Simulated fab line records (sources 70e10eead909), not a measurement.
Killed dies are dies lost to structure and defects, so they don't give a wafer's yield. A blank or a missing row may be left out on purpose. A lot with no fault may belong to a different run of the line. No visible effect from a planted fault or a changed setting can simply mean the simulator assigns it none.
Matching of chambers :: flow nand_harc :: rie_diel-05 running NHARC_A_CONTACT_ETCH_110: 4 sister chambers
The step etches the open film in CF4/O2, target depth 60 nm, overetch 6 nm, time 33 s. 14 wafers are shown with their chamber, then 7 later ones without.

EACH WAFER AND ITS CHAMBER
wafer: L357.1
chamber: 1
drypump_motor_current_A (A): 6.2
showerhead_plenum_p_Torr (Torr): 1.44
rf_vpp_V (V): 200.2

wafer: L357.2
chamber: 3
drypump_motor_current_A (A): 5.4
showerhead_plenum_p_Torr (Torr): 1.30
rf_vpp_V (V): 196.4

wafer: L357.3
chamber: 0
drypump_motor_current_A (A): 6.0
showerhead_plenum_p_Torr (Torr): 1.44
rf_vpp_V (V): 200.6

wafer: L356.2
chamber: 2
drypump_motor_current_A (A): 5.1
showerhead_plenum_p_Torr (Torr): 1.25
rf_vpp_V (V): 196.3

wafer: L356.3
chamber: 1
drypump_motor_current_A (A): 6.2
showerhead_plenum_p_Torr (Torr): 1.44
rf_vpp_V (V): 199.4

wafer: L356.5
chamber: 1
drypump_motor_current_A (A): 6.2
showerhead_plenum_p_Torr (Torr): 1.44
rf_vpp_V (V): 201.5

wafer: L359.3
chamber: 0
drypump_motor_current_A (A): 6.0
showerhead_plenum_p_Torr (Torr): 1.44
rf_vpp_V (V): 200.0

wafer: L359.5
chamber: 3
drypump_motor_current_A (A): 5.4
showerhead_plenum_p_Torr (Torr): 1.30
rf_vpp_V (V): 196.8

wafer: L359.6
chamber: 0
drypump_motor_current_A (A): 6.0
showerhead_plenum_p_Torr (Torr): 1.44
rf_vpp_V (V): 199.6

wafer: L365.1
chamber: 2
drypump_motor_current_A (A): 5.1
showerhead_plenum_p_Torr (Torr): 1.24
rf_vpp_V (V): 196.7

wafer: L365.5
chamber: 2
drypump_motor_current_A (A): 5.2
showerhead_plenum_p_Torr (Torr): 1.24
rf_vpp_V (V): 196.2

wafer: L365.6
chamber: 1
drypump_motor_current_A (A): 6.2
showerhead_plenum_p_Torr (Torr): 1.44
rf_vpp_V (V): 198.7

wafer: L374.2
chamber: 1
drypump_motor_current_A (A): 6.2
showerhead_plenum_p_Torr (Torr): 1.43
rf_vpp_V (V): 200.0

wafer: L374.4
chamber: 0
drypump_motor_current_A (A): 6.0
showerhead_plenum_p_Torr (Torr): 1.43
rf_vpp_V (V): 199.2

SIGNATURES (averages over the wafers above)
reading: drypump_motor_current_A
chamber 0: 6.000
chamber 1: 6.200
chamber 2: 5.133
chamber 3: 5.400
scatter within a chamber: 0.0258

reading: showerhead_plenum_p_Torr
chamber 0: 1.4375
chamber 1: 1.4380
chamber 2: 1.2433
chamber 3: 1.3000
scatter within a chamber: 0.00471

reading: rf_vpp_V
chamber 0: 199.850
chamber 1: 199.960
chamber 2: 196.400
chamber 3: 196.600
scatter within a chamber: 0.75
Rule: a wafer lies at a distance from a chamber equal to the root of the sum of squares, over the readings, of (its reading less the chamber's mean, divided by the reading's scatter). The wafer belongs to the nearest chamber; if the next one is less than 2 further off, it can't be placed. How the scatter is found: for the shown wafers, subtract from each reading the mean of its chamber, square and add these, divide the total by (wafers less chambers), then take the root.

WAFERS WITHOUT THEIR CHAMBER
wafer: L374.6
drypump_motor_current_A (A): 6.2
showerhead_plenum_p_Torr (Torr): 1.43
rf_vpp_V (V): 198.6

wafer: L375.2
drypump_motor_current_A (A): 6.0
showerhead_plenum_p_Torr (Torr): 1.43
rf_vpp_V (V): 199.4

wafer: L375.3
drypump_motor_current_A (A): 6.2
showerhead_plenum_p_Torr (Torr): 1.43
rf_vpp_V (V): 200.1

wafer: L375.5
drypump_motor_current_A (A): 5.1
showerhead_plenum_p_Torr (Torr): 1.24
rf_vpp_V (V): 196.5

wafer: L377.2
drypump_motor_current_A (A): 6.2
showerhead_plenum_p_Torr (Torr): 1.43
rf_vpp_V (V): 200.0

wafer: L377.4
drypump_motor_current_A (A): 5.1
showerhead_plenum_p_Torr (Torr): 1.24
rf_vpp_V (V): 195.3

wafer: L377.6
drypump_motor_current_A (A): 6.2
showerhead_plenum_p_Torr (Torr): 1.43
rf_vpp_V (V): 199.9

THE CHAMBER EACH PASSED THROUGH
wafer: L374.6
from the rows above: 1
in truth: 1

wafer: L375.2
from the rows above: 0
in truth: 0

wafer: L375.3
from the rows above: 1
in truth: 1

wafer: L375.5
from the rows above: 2
in truth: 2

wafer: L377.2
from the rows above: 1
in truth: 1

wafer: L377.4
from the rows above: 2
in truth: 2

wafer: L377.6
from the rows above: 1
in truth: 1
7 of 7 placed correctly. Number that these rows cannot place: 0. Placed wrongly: 0.
